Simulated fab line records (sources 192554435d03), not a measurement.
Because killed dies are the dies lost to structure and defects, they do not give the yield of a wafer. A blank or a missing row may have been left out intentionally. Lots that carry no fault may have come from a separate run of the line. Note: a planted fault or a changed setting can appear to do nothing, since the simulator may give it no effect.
fab line records	flow n5-finfet
record: lots: 6	wafers: 18	last-day: 19
route steps=1938 shown BEOL_M2@870 BEOL_M4@1111 PASSIVATION@1936
lots with no fault: from the same line, run without faults
start-h: hours from the record's first day to the start of the lot's first wafer shown	wait-h: hours since the lot's step before	" as in the row above	L1.1+2: a row that stands for several wafers	- either no value or no given start	* or withheld: withheld	< > ~ a bound
route shown NAME@n: names a module that has steps shown in the file, with the first one's number in the route	usual: mean/standard deviation of fault-free wafers	same: alike in all rows	chamber/n: place in a boat	sites: readings site by site	_std_site: how widely they spread, as a standard deviation	_edge_site: outer sites' mean less inner sites'	radius-mm: for every site, how far away it sits from the centre of the wafer	mask NAME#n: copy n	behind: the last tool/chamber to shape the wafer	hold: why the lot went on hold/how many hours it stayed there/how the hold came to an end	device: names the non-switching transistor (n, p or np)	end of line: the tests these same wafers got at the end of their route	where a step has no rows: the recipe by itself	killed: dies lost to structure and defects at the first sort, not the wafer's yield	map: the dies of a wafer, with x for killed, . for not killed, _ for no die there
set.NAME: the setting that was run; set.NAME@STEP: the one run at that earlier step	model.NAME: the simulator's own value behind a step, which no gauge read
a table for each step, a row for each wafer; lots at some steps of the route
services: when a tool's chamber went out of use (start-h, in hours from the record's first day, below 0 if earlier), for how many hours, and the reason
== steps ==
step: N5_BEOL_M2_COAT_22
recipe: resist: CAR-EUV	spin-rpm: 1500	resist-thk-nm: 30
step: N5_BEOL_M2_EBR_24
recipe: solvent: PGMEA	ebr-width-mm: 1.5
step: N5_BEOL_M2_SOFTBAKE_23
recipe: temp-c: 110	time-s: 60	resist: CAR-EUV
step: N5_BEOL_M2_EXPOSE_25
recipe: mask-id: V1	na: 0.33	source-shape: quasar	sigma-inner: 0.2	sigma-outer: 0.8	polarization: unpolarized	defocus-nm: 5	dose-mj: 63
step: N5_BEOL_M2_PEB_26
recipe: peb-temp-c: 100	peb-time-s: 60	resist: CAR-EUV
step: N5_BEOL_M2_DEVELOP_27
recipe: develop-time-s: 30	developer: TMAH	resist: CAR-EUV	rinse-liquid: surfactant-rinse	dry: air-spin	dev-temp-c: 23
step: N5_BEOL_M2_CD_MEAS_28
recipe: target-cd-nm: 26.2	landing-energy-ev: 500	detector: se-inlens	target-cd-y-nm: 24.1	polarity: opening
usual: cd-nm: 26.12/0.23
lot.wafer	tool	chamber	start-h	wait-h	cd-nm
L810.2	cd-sem-03	0	159.34	-	25.95
L810.3	"	0	"	"	26.15
L810.6	"	0	"	"	26.43
L812.2	cd-sem-02	0	162.90	-	26.16
L812.5	"	0	"	"	26.30
L812.6	"	0	"	"	26.17
L821.3	cd-sem-03	0	218.84	-	25.51
L821.4	"	0	"	"	25.73
L821.6	"	0	"	"	25.83
L822.2	cd-sem-02	0	232.32	-	26.10
L822.4	"	0	"	"	26.30
L822.5	"	0	"	"	26.04
L826.3	cd-sem-01	0	248.96	-	26.25
L826.4	"	0	"	"	25.90
L826.5	"	0	"	"	26.24
L829.1	cd-sem-03	0	262.40	-	26.01
L829.3	"	0	"	"	26.01
L829.4	"	0	"	"	25.85
step: N5_BEOL_M2_OVL_MEAS_29
recipe: points-per-wafer: 522
usual: V1_OVL: 0.1/0.59
lot.wafer	tool	chamber	start-h	wait-h	V1_OVL[nm]
L810.2	overlay-01	0	159.37	0.0	0.0
L810.3	"	0	"	"	1.6
L810.6	"	0	"	"	0.4
L812.2	overlay-02	0	162.93	0.0	0.8
L812.5	"	0	"	"	0.2
L812.6	"	0	"	"	0.6
L821.3	overlay-02	0	218.88	0.0	0.2
L821.4	"	0	"	"	-0.6
L821.6	"	0	"	"	0.1
L822.2	overlay-01	0	232.36	0.0	0.4
L822.4	"	0	"	"	0.4
L822.5	"	0	"	"	-0.3
L826.3	overlay-01	0	249.00	0.0	-0.2
L826.4	"	0	"	"	0.3
L826.5	"	0	"	"	0.9
L829.1	overlay-02	0	262.43	0.0	1.3
L829.3	"	0	"	"	-0.2
L829.4	"	0	"	"	0.0
step: N5_BEOL_M2_INSPECT_30
recipe: mode: adi	inspect-instrument: brightfield
usual: raw-defect-count: 417/94
lot.wafer	tool	chamber	start-h	wait-h	raw-defect-count
L810.2	defect-inspect-01	-	159.43	0.0	518
L810.3	"	-	"	"	394
L810.6	"	-	"	"	376
L812.2	defect-inspect-01	-	162.99	0.0	552
L812.5	"	-	"	"	515
L812.6	"	-	"	"	562
L821.3	defect-inspect-02	-	218.93	0.0	426
L821.4	"	-	"	"	450
L821.6	"	-	"	"	384
L822.2	defect-inspect-01	-	232.41	0.0	279
L822.4	"	-	"	"	422
L822.5	"	-	"	"	296
L826.3	defect-inspect-02	-	249.05	0.1	324
L826.4	"	-	"	"	375
L826.5	"	-	"	"	293
L829.1	defect-inspect-01	-	262.48	0.1	310
L829.3	"	-	"	"	341
L829.4	"	-	"	"	237
step: N5_BEOL_M2_DESCUM_33
recipe: chemistry: O2	time-s: 7	source-power-w: 50	bias-power-w: 20	pressure-mtorr: 20	rf-frequency-hz: 2.712e+07	temp-c: 40	resist: CAR-EUV	o2-flow-sccm: 225
usual: chamber-pressure-mTorr: 20.00/0.033	drypump-motor-current-A: 5.8/0.48	oes-product-au: 0.77/0.097	rf-vpp-V: 242.7/1.4	showerhead-plenum-p-Torr: 2.08/0.074	throttle-valve-pct: 20.5/0.33
lot.wafer	tool	chamber	start-h	wait-h	chamber-pressure-mTorr	drypump-motor-current-A	oes-product-au	rf-hours-counter-h	rf-vpp-V	showerhead-plenum-p-Torr	throttle-valve-pct
L810.2	rie-diel-04	2	159.75	0.3	20.00	5.6	0.73	174	241.6	2.02	20.8
L810.3	"	2	"	"	20.01	5.6	0.73	-	244.1	2.02	20.8
L810.6	"	3	"	"	20.01	5.2	0.70	-	239.3	1.98	20.3
L812.2	rie-diel-04	3	163.02	0.0	19.97	5.2	0.70	232	242.6	1.98	20.3
L812.5	"	3	"	"	20.01	5.2	0.71	-	242.1	1.98	20.3
L812.6	"	2	"	"	19.99	5.6	0.73	-	242.2	2.02	20.8
L821.3	rie-diel-04	2	218.96	0.0	20.03	5.6	0.71	198	243.2	2.01	20.8
L821.4	"	0	"	"	20.03	6.0	0.74	-	244.6	2.11	21.0
L821.6	"	2	"	"	20.01	5.6	0.70	-	241.6	2.01	20.8
L822.2	rie-diel-04	1	232.45	0.0	20.03	6.4	0.90	23	244.2	2.14	20.1
L822.4	"	2	"	"	20.01	5.6	0.70	-	239.9	2.01	20.8
L822.5	"	1	"	"	19.98	6.4	0.89	-	244.3	2.14	20.1
L826.3	rie-diel-04	3	249.09	0.0	19.98	5.2	0.99	0	245.5	2.24	19.9
L826.4	"	2	"	"	20.00	5.6	0.70	215	240.9	2.00	20.8
L826.5	"	2	"	"	19.98	5.6	0.70	-	241.3	2.00	20.8
L829.1	rie-diel-03	2	262.95	0.5	19.99	5.3	0.74	159	241.6	2.01	20.2
L829.3	"	0	"	"	19.99	5.7	0.99	1	245.0	2.25	20.2
L829.4	"	0	"	"	20.01	5.6	0.99	-	245.6	2.25	20.2
step: N5_BEOL_M2_ETCH_77
recipe: chemistry: N2/H2	target: underlayer	target-depth-a: 65	mask-material: CAR-EUV	time-s: 5.2	ion-energy-ev: 200	pressure-mtorr: 30	source-w: 840	bias-w: 150	n2-flow-sccm: 200	h2-flow-sccm: 200	ends: cleared
usual: chamber-pressure-mTorr: 30.00/0.041	drypump-motor-current-A: 5.8/0.48	etch-rf-on-time-s: 5.27/0.088	oes-product-au: 0.66/0.08	rf-vpp-V: 523.0/2.9	showerhead-plenum-p-Torr: 2.51/0.095	throttle-valve-pct: 17.9/0.32
lot.wafer	tool	chamber	start-h	wait-h	chamber-pressure-mTorr	drypump-motor-current-A	etch-rf-on-time-s	oes-product-au	rf-hours-counter-h	rf-vpp-V	showerhead-plenum-p-Torr	throttle-valve-pct
L810.2	rie-diel-04	2	159.80	0.0	29.94	5.6	5.21	0.62	174	520.0	2.43	18.1
L810.3	"	2	"	"	29.99	5.6	5.23	0.63	-	519.4	2.43	18.1
L810.6	"	3	"	"	29.97	5.1	5.26	0.60	-	519.1	2.40	17.7
L812.2	rie-diel-04	3	163.07	0.0	29.94	5.2	5.31	0.59	232	519.5	2.40	17.7
L812.5	"	3	"	"	29.92	5.2	5.36	0.60	-	518.6	2.40	17.7
L812.6	"	2	"	"	30.00	5.6	5.25	0.62	-	520.7	2.43	18.1
L821.3	rie-diel-04	2	218.99	0.0	29.95	5.6	5.25	0.60	198	520.1	2.41	18.1
L821.4	"	0	"	"	29.95	6.0	5.30	0.63	-	524.3	2.54	18.3
L821.6	"	2	"	"	29.99	5.6	5.27	0.60	-	519.6	2.42	18.1
L822.2	rie-diel-04	1	232.48	0.0	30.05	6.4	5.35	0.75	23	526.1	2.60	17.6
L822.4	"	2	"	"	30.00	5.6	5.31	0.60	-	519.8	2.41	18.1
L822.5	"	1	"	"	29.97	6.4	5.36	0.75	-	526.2	2.60	17.6
L826.3	rie-diel-04	3	249.12	0.0	30.03	5.2	5.18	0.84	0	529.0	2.71	17.3
L826.4	"	2	"	"	30.01	5.6	5.27	0.59	215	520.9	2.41	18.1
L826.5	"	2	"	"	29.93	5.6	5.32	0.60	-	521.8	2.41	18.2
L829.1	rie-diel-03	2	262.98	0.0	30.01	5.3	5.15	0.65	159	521.3	2.43	17.6
L829.3	"	0	"	"	30.00	5.6	5.11	0.84	1	528.9	2.74	17.6
L829.4	"	0	"	"	30.05	5.6	5.08	0.85	-	528.7	2.74	17.6
step: N5_BEOL_M2_ETCH_69
recipe: chemistry: CF4	target: SiARC	target-depth-a: 156	mask-material: CAR-EUV	time-s: 26	ion-energy-ev: 80	pressure-mtorr: 40	source-w: 545	bias-w: 36	Ar_flow_sccm: 100	cf4-flow-sccm: 100	ends: cleared
usual: chamber-pressure-mTorr: 40.00/0.039	drypump-motor-current-A: 5.8/0.48	etch-rf-on-time-s: 26.5/0.39	oes-product-au: 0.66/0.08	rf-vpp-V: 183.9/1.3	showerhead-plenum-p-Torr: 2.12/0.072	throttle-valve-pct: 15.6/0.32
lot.wafer	tool	chamber	start-h	wait-h	chamber-pressure-mTorr	drypump-motor-current-A	etch-rf-on-time-s	oes-product-au	rf-hours-counter-h	rf-vpp-V	showerhead-plenum-p-Torr	throttle-valve-pct
L810.2	rie-diel-04	2	159.83	0.0	40.06	5.6	26.5	0.62	174	183.5	2.06	15.9
L810.3	"	2	"	"	40.02	5.6	26.4	0.63	-	183.4	2.06	15.9
L810.6	"	3	"	"	39.99	5.2	26.5	0.60	-	182.0	2.02	15.5
L812.2	rie-diel-04	3	163.10	0.0	40.04	5.2	27.1	0.59	232	182.6	2.02	15.5
L812.5	"	3	"	"	40.04	5.2	26.9	0.59	-	183.3	2.02	15.5
L812.6	"	2	"	"	39.92	5.6	26.9	0.61	-	182.5	2.06	15.9
L821.3	rie-diel-04	2	219.01	0.0	39.97	5.6	26.2	0.61	198	182.8	2.05	15.9
L821.4	"	0	"	"	40.00	6.0	26.3	0.64	-	184.3	2.14	16.0
L821.6	"	2	"	"	40.00	5.6	26.3	0.61	-	181.6	2.05	15.9
L822.2	rie-diel-04	1	232.50	0.0	40.01	6.4	27.0	0.75	23	186.1	2.18	15.2
L822.4	"	2	"	"	40.02	5.6	26.4	0.60	-	183.3	2.05	15.9
L822.5	"	1	"	"	40.03	6.4	26.8	0.75	-	183.9	2.18	15.2
L826.3	rie-diel-04	3	249.14	0.0	40.02	5.2	26.4	0.83	0	185.3	2.27	15.1
L826.4	"	2	"	"	40.06	5.6	26.7	0.59	215	183.0	2.04	16.0
L826.5	"	2	"	"	39.99	5.6	26.4	0.60	-	182.7	2.04	16.0
L829.1	rie-diel-03	2	263.00	0.0	39.96	5.3	26.4	0.64	159	184.1	2.05	15.4
L829.3	"	0	"	"	39.98	5.6	26.0	0.83	1	185.5	2.28	15.2
L829.4	"	0	"	"	40.04	5.6	25.9	0.84	-	185.4	2.28	15.2
step: N5_BEOL_M2_ALD_98
recipe: material: SiO2	target-thk-a: 25	temp-c: 100	ald-precursor-family: BDEAS	ald-co-reactant: O2-plasma	pulse-time-s: 1	co-reactant-pulse-time-s: 1	purge-time-s: 2	co-reactant-purge-time-s: 2	ald-cycles: 17	pressure-torr: 2
usual: ald-cycles: 17/0	heater-power-outer-w: 41/5.5	heater-power-w: 80/7.8	precursor-pulse-height-rel: 1.000/0.018
same: pulse-time-s: 1
lot.wafer	tool	chamber	start-h	wait-h	ald-cycles	heater-power-outer-w	heater-power-w	precursor-pulse-height-rel	model.SiO2_of_BEOL_M2_ALD_98.thk-nm
L810.2	ald-sin-04	3	159.99	0.1	17	41	82	1.045	2.4
L810.3	"	2	"	"	17	46	90	0.973	2.6
L810.6	"	3	"	"	17	43	81	0.978	2.4
L812.2	ald-sin-04	0	163.52	0.4	17	35	69	0.984	2.6
L812.5	"	0	"	"	17	35	69	1.002	2.6
L812.6	"	3	"	"	17	42	84	1.008	2.4
L821.3	ald-sin-01	2	219.09	0.1	17	43	75	1.001	2.4
L821.4	"	3	"	"	17	43	80	1.031	2.6
L821.6	"	1	"	"	17	38	86	0.990	2.6
L822.2	ald-sin-02	2	232.58	0.1	17	35	78	0.974	2.4
L822.4	"	1	"	"	17	44	79	0.992	2.4
L822.5	"	0	"	"	17	37	74	1.011	2.4
L826.3	ald-sin-01	3	249.38	0.2	13	43	80	0.988	2
L826.4	"	0	"	"	13	58	106	0.954	1.8
L826.5	"	3	"	"	17	42	82	0.958	2.6
L829.1	ald-sin-01	3	263.26	0.2	13	43	81	1.014	2
L829.3	"	2	"	"	13	43	77	0.994	2
L829.4	"	1	"	"	13	38	83	1.016	2
step: N5_BEOL_M2_ETCHBACK_99
recipe: chemistry: CHF3	target: SiO2	target-depth-a: 50	time-s: 10.4	source-w: 215	bias-w: 47	Ar_flow_sccm: 200	CHF3_flow_sccm: 12	ion-energy-ev: 100	pressure-mtorr: 30
usual: chamber-pressure-mTorr: 29.999/0.027	drypump-motor-current-A: 5.9/0.47	oes-product-au: 0.79/0.095	rf-vpp-V: 243/4.6	showerhead-plenum-p-Torr: 2.14/0.081	throttle-valve-pct: 17.1/0.32
lot.wafer	tool	chamber	start-h	wait-h	chamber-pressure-mTorr	drypump-motor-current-A	oes-product-au	rf-hours-counter-h	rf-vpp-V	showerhead-plenum-p-Torr	throttle-valve-pct
L810.2	rie-diel-01	3	171.95	11.9	29.967	6.0	0.93	30	239	2.11	16.6
L810.3	"	0	"	"	29.971	6.4	0.71	187	235	2.24	17.4
L810.6	"	2	"	"	30.027	6.5	0.75	-	242	2.05	17.4
L812.2	rie-diel-01	2	191.62	28.1	29.981	6.5	0.75	157	240	2.05	17.4
L812.5	"	1	"	"	30.034	5.8	0.89	-	243	2.09	17.0
L812.6	"	2	"	"	30.002	6.5	0.75	-	240	2.05	17.4
L821.3	rie-diel-01	0	251.22	32.1	29.931	6.4	0.70	218	235	2.23	17.5
L821.4	"	0	"	"	30.016	6.4	0.69	-	236	2.23	17.5
L821.6	"	3	"	"	29.987	5.9	0.88	-	240	2.10	16.7
L822.2	rie-diel-03	0	263.58	31.0	30.012	5.7	0.99	2	245	2.30	16.7
L822.4	"	2	"	"	30.044	5.3	0.74	159	242	2.07	16.9
L822.5	"	1	"	"	29.951	5.2	0.89	-	241	2.20	16.7
L826.3	rie-diel-04	0	276.90	27.5	30.034	6.0	0.72	173	238	2.15	17.5
L826.4	"	3	"	"	29.951	5.2	0.92	10	254	2.29	16.6
L826.5	"	0	"	"	30.024	6.0	0.72	-	239	2.15	17.5
L829.1	rie-diel-03	2	300.06	36.8	29.967	5.3	0.73	169	243	2.06	16.9
L829.3	"	1	"	"	30.007	5.2	0.89	34	240	2.19	16.7
L829.4	"	3	"	"	29.980	6.5	0.67	249	239	2.19	17.1
step: N5_BEOL_M4_RC_MEAS_101
usual: DIBL_N: 35.8/1.7	DIBL_P: 35.3/2	IOFF_N: 0.150/0.026	IOFF_P: 0.194/0.029	ION_N: 667/11	ION_P: 456/7.1	SS_N: 71.4/0.65	SS_P: 73.1/0.64	VT_N: 251/3	VT_P: -252/3.2
lot.wafer	tool	chamber	start-h	wait-h	DIBL_N[mV/V]	DIBL_P[mV/V]	IOFF_N[nA/um]	IOFF_P[nA/um]	ION_N[uA/um]	ION_P[uA/um]	SS_N[mV/dec]	SS_P[mV/dec]	VT_N[mV]	VT_P[mV]
L810.2	prober-02	0	224.13	0.2	36.6	36.3	0.150	0.207	657	454	70.9	72.7	251	-250
L810.3	"	0	"	"	36.6	35.7	0.155	0.195	669	455	71.6	73.1	248	-253
L810.6	"	0	"	"	37.6	37.1	0.176	0.219	673	456	71.3	73.2	247	-250
L812.2	prober-02	0	244.41	0.2	37.8	36.6	0.176	0.210	681	463	71.4	73.4	250	-248
L812.5	"	0	"	"	37.0	35.5	0.159	0.197	662	454	71.0	72.3	248	-251
L812.6	"	0	"	"	37.0	36.2	0.160	0.199	673	455	72.0	73.4	251	-251
L821.3	prober-01	0	287.26	0.3	36.0	35.9	0.151	0.202	671	460	70.7	73.5	250	-251
L821.4	"	0	"	"	33.9	32.7	0.123	0.162	656	453	71.0	72.5	252	-254
L821.6	"	0	"	"	33.7	33.0	0.113	0.160	656	453	70.8	72.3	253	-254
L822.2	prober-01	0	317.83	0.2	37.3	35.9	0.184	0.223	687	468	71.8	73.1	247	-251
L822.4	"	0	"	"	38.2	34.3	0.182	0.198	672	448	72.7	73.5	250	-253
L822.5	"	0	"	"	39.5	36.2	0.226	0.231	674	453	72.9	73.8	246	-248
L826.3	prober-02	0	327.51	0.3	37.2	37.2	0.165	0.194	671	452	72.0	73.4	253	-255
L826.4	"	0	"	"	35.3	34.5	0.134	0.157	660	449	72.2	73.7	254	-255
L826.5	"	0	"	"	36.5	35.8	0.159	0.191	658	443	72.0	73.5	253	-253
L829.1	prober-01	0	344.16	0.0	36.8	37.6	0.154	0.215	668	459	71.5	73.2	251	-251
L829.3	"	0	"	"	36.1	36.8	0.144	0.207	670	464	71.6	73.1	250	-251
L829.4	"	0	"	"	37.6	37.2	0.186	0.212	668	453	72.7	73.5	248	-252
step: N5_PASSIVATION_PROBE_49
usual: defect-limited-yield: 91.5/1.4	killed_at_M0_to_M3: 34/11	killed_at_M4_up: 15/6	killed-at-contacts: 11/5.9	killed-at-front-end: 37/11	killed-at-other: 3.6/2.9	killed-dies: 101/17	killed-open: 66/12	killed-short: 33/7.8	sort_bin_5_function: 5.0/0.97	sort_bin_6_memory: 3.2/0.65	sort_bin_8_speed: 0.02/0.2	sort-n-pass: 1079/17	sort-yield-pct: 91.4/1.4
same: gross-dies: 1180	killed-at-back-side: 0	sort_bin_4_leakage[%]: 0
lot.wafer	tool	chamber	start-h	wait-h	defect-limited-yield[%]	killed_at_M0_to_M3	killed_at_M4_up	killed-at-contacts	killed-at-front-end	killed-at-other	killed-dies	killed-open	killed-short	sort_bin_5_function[%]	sort_bin_6_memory[%]	sort_bin_8_speed[%]	sort-n-pass	sort-yield-pct[%]
L810.2	prober-01	-	327.67	0.1	90.0	59	9	12	27	11	118	70	45	5.2	4.6	0	1062	90.0
L810.3	prober-01	-	327.72	0.1	93.7	16	11	10	32	5	74	46	25	3.5	2.5	0	1106	93.7
L810.6	prober-01	-	327.87	0.3	92.2	28	10	16	30	8	92	58	34	4.1	3.5	0	1088	92.2
L821.4	prober-01	-	392.52	0.2	91.6	32	14	8	43	2	99	60	39	4.8	3.4	0	1081	91.6
killed by level:class
L810.2 BEOL_M0_SAQP:geometric-particle:short=18 BEOL_M0_SAQP:geometric-particle:open=16 BEOL_M1:geometric-particle:open=15 FIN_SAQP:geometric-particle:open=7 STI_FIN_REVEAL:geometric-particle:open=6 FIN_SAQP:geometric-particle:short=5 MOL_CONTACT_COAG:geometric-particle:short=5 MOL_CONTACT_COAG:geometric-particle:open=5
L810.3 STI_FIN_REVEAL:geometric-particle:open=9 STARTING-WAFER:geometric-particle:short=6 MOL_CONTACT_COAG:geometric-particle:open=6 BEOL_M1:geometric-particle:open=5 GATE_CUT:geometric-particle:short=4 BEOL_M2:geometric-particle:open=4 BEOL_M6:geometric-particle:open=4 MOL_CONTACT_COAG:geometric-particle:short=3
L810.6 MOL_CONTACT_COAG:geometric-particle:open=14 BEOL_M0_SAQP:geometric-particle:short=9 BEOL_M0_SAQP:geometric-particle:open=9 DUMMY_GATE:geometric-particle:open=8 GATE_CUT:geometric-particle:short=7 FIN_SAQP:geometric-particle:short=6 BEOL_M4:geometric-particle:open=5 BEOL_M1:geometric-particle:open=3
L821.4 BEOL_M0_SAQP:geometric-particle:short=12 STI_FIN_REVEAL:geometric-particle:open=11 GATE_CUT:geometric-particle:short=8 BEOL_M0_SAQP:geometric-particle:open=7 BEOL_M2:geometric-particle:open=7 DUMMY_GATE:geometric-particle:open=5 MOL_CONTACT_COAG:geometric-particle:open=5 BEOL_M4:geometric-particle:open=4
== services ==
tool	chamber	start-h	hours	kind
rie-diel-04	1	156.64	-	clean
rie-diel-04	1	156.64	-	consumable-replace:focus-ring
rie-diel-04	1	156.64	21.8	scheduled-down
rie-diel-04	1	156.64	21.8	vent-cycle
rie-diel-04	0	159.67	9.2	repair
rie-diel-04	3	166.89	6.3	repair
ald-sin-01	-	183.32	0.7	repair
rie-diel-01	2	196.01	16.2	repair
ald-sin-04	-	214.90	14.6	pm
rie-diel-04	3	217.41	-	clean
rie-diel-04	3	217.41	-	consumable-replace:focus-ring
rie-diel-04	3	217.41	-	consumable-replace:showerhead
rie-diel-04	3	217.41	30.8	scheduled-down
rie-diel-04	3	217.41	30.8	vent-cycle
ald-sin-01	-	226.50	0.6	repair
ald-sin-04	-	232.41	0.3	repair
rie-diel-01	0	236.26	2.0	repair
rie-diel-01	1	242.72	9.3	repair
ald-sin-04	1	244.68	5.6	repair
ald-sin-02	0	247.20	6.8	repair
rie-diel-03	1	252.93	10.3	repair
ald-sin-04	-	269.34	14.0	pm
ald-sin-04	3	290.87	5.2	repair
rie-diel-04	2	296.24	7.2	repair
== key ==
first-sign: step: N5_BEOL_M2_ALD_98	reading: ald-cycles	direction: down	sigmas: 99+	usual: *	struck: *
effect none on later readings
model-effect: step: N5_BEOL_M2_ALD_98	value: SiO2_of_BEOL_M2_ALD_98.thk-nm	without: 2.56	struck: 1.96
met-at N5_BEOL_M2_ALD_98
struck-wafers L826.3,L826.4,L829.1,L829.3,L829.4
onset-between 219.09 249.38
fault: kind: process-parameter-drift	tool: ald-sin-01	chamber: -	onset-h: 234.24	steps: N5_BEOL_M2_ALD_98	channel: ald-cycles	offset: *	shape: step	end-h: 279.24	scope: struck-wafers-only	acts-in: *	stated: *
